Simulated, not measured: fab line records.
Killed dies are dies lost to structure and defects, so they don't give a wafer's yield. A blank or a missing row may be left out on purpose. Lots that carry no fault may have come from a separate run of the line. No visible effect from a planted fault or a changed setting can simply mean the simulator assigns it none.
A struck lot beside a sound one + flow n5Finfet + 14 steps out of a route of 1938
Sound: wafers L532.1, L532.3, L532.5. Wafers L525.1, L525.4, L525.6 were the ones struck. The cause is named last.
At each step with rows: each side's tool, then ch and its chambers, then its first start. Under that, the readings that differ: sound wafers + struck wafers + difference of the means + sigmas: that difference in standard deviations of wafers without a fault.
alike: readings with means less than 2 such deviations apart, plus words and numbers identical on both sides. not compared: withheld readings, readings lacking a value on some wafer, bounds such as >300 that could conceal the same value, and numbers that have no deviation in the record and whose values overlap.
A row with sigmas, a row that says differs or no value, or rows on one side alone: a step with any of these is where the two part. When numbers do not overlap yet have no deviation, they are printed without sigmas and do not part them. A reading that every wafer of one side lacks parts them only if that side has two wafers or more.

first, 1 step without rows for these wafers: N5_BEOL_M14_HARDBAKE_14 (time 120 s).
N5_BEOL_M14_CD_MEAS_10: target cd 250 nm.
  sound on cdSem-03 ch 0, day 17 21:27; struck on cdSem-01 ch 0, day 16 16:50
  alike: cdNm
N5_BEOL_M14_OVL_MEAS_11:
  sound on overlay-01 ch 0, day 17 21:29; struck on overlay-02 ch 0, day 16 16:52
  alike: V13_OVL
N5_BEOL_M14_INSPECT_12: inspects for defects (macro).
  sound: defectInspect-01 at day 17 21:31; struck: defectInspect-02 at day 16 16:53
  alike: rawDefectCount
N5_BEOL_M14_DESCUM_15: chemistry O2, time 7.9 s.
  sound on rieDiel-05 ch 0,1, day 17 21:52; struck on rieDiel-03 ch 0,3, day 16 16:56
| reading    | sound             | struck            | difference | sigmas |
|------------|-------------------|-------------------|------------|--------|
| rfVppV (V) | 245.9 243.4 242.8 | 242.0 240.5 241.0 | -2.9       | -2     |
  alike: chamberPressureMTorr, drypumpMotorCurrentA, oesProductAu, showerheadPlenumPTorr, tempC, throttleValvePct
  not compared: rfHoursCounterH
N5_BEOL_M14_ETCH_59: etches BARC in N2/H2, target depth 89 nm, overetch 26.7 nm, time 67.9 s.
  sound on rieDiel-05 ch 0,1, day 17 21:55; struck on rieDiel-03 ch 0,3, day 16 16:58
  alike: chamberPressureMTorr, drypumpMotorCurrentA, oesProductAu, rfVppV, showerheadPlenumPTorr, throttleValvePct
  not compared: rfHoursCounterH
N5_BEOL_M14_VIA_ETCH_16: etches SiO2 in C4F8/O2/Ar, target depth 1231.3 nm.
  sound on rieDiel-05 ch 0,1, day 17 21:58; struck on rieDiel-03 ch 0,3, day 16 17:01
  alike: chamberPressureMTorr, drypumpMotorCurrentA, oesProductAu, rfVppV, showerheadPlenumPTorr, throttleValvePct
N5_BEOL_M14_STRIP_63: strips in O2.
  sound on rieDiel-05 ch 0,1; struck on rieDiel-03 ch 0,3
  alike: chamberPressureMTorr, drypumpMotorCurrentA, oesProductAu, rfVppV, showerheadPlenumPTorr, tempC, throttleValvePct
  not compared: rfHoursCounterH
N5_BEOL_M14_STRIP_64: strips in O2.
  sound on rieDiel-05 ch 0,1; struck on rieDiel-03 ch 0,3
  alike: chamberPressureMTorr, drypumpMotorCurrentA, oesProductAu, rfVppV, showerheadPlenumPTorr, tempC, throttleValvePct
  not compared: rfHoursCounterH
then, 2 steps without rows for these wafers: N5_BEOL_M14_STRIP_71 (strips in post etch residue remover, time 60 s); N5_BEOL_M14_SRD_72 (time 30 s, dry time 30 s).
N5_BEOL_M14_CD_MEAS_17: target cd 250 nm.
  sound: cdSem-02 at day 17 22:19; struck: cdSem-02 at day 16 17:22
  alike: cdNm
N5_BEOL_M14_COAT_65: time 60 s, resist thk 450 nm.
  sound on lithoTrack-04 ch 0, day 17 22:20; struck on lithoTrack-01 ch 0, day 16 17:24
| reading               | sound                | struck               | difference | sigmas |
|-----------------------|----------------------|----------------------|------------|--------|
| heaterPowerTotalW (W) | 501.4 503.3 503.1    | 513.7 515.3 513.0    | +11.4      | +6     |
| plateTempC (C)        | 249.81 250.01 250.18 | 255.49 255.60 255.65 | +5.58      | +33    |
  alike: exhaustPa
then, 1 step without rows for these wafers: N5_BEOL_M14_COAT_66 (time 60 s, resist thk 110 nm).

== WHERE THEY PART ==
First at N5_BEOL_M14_DESCUM_15; last, within this record, at N5_BEOL_M14_COAT_65.

WHY: what the simulator had put in
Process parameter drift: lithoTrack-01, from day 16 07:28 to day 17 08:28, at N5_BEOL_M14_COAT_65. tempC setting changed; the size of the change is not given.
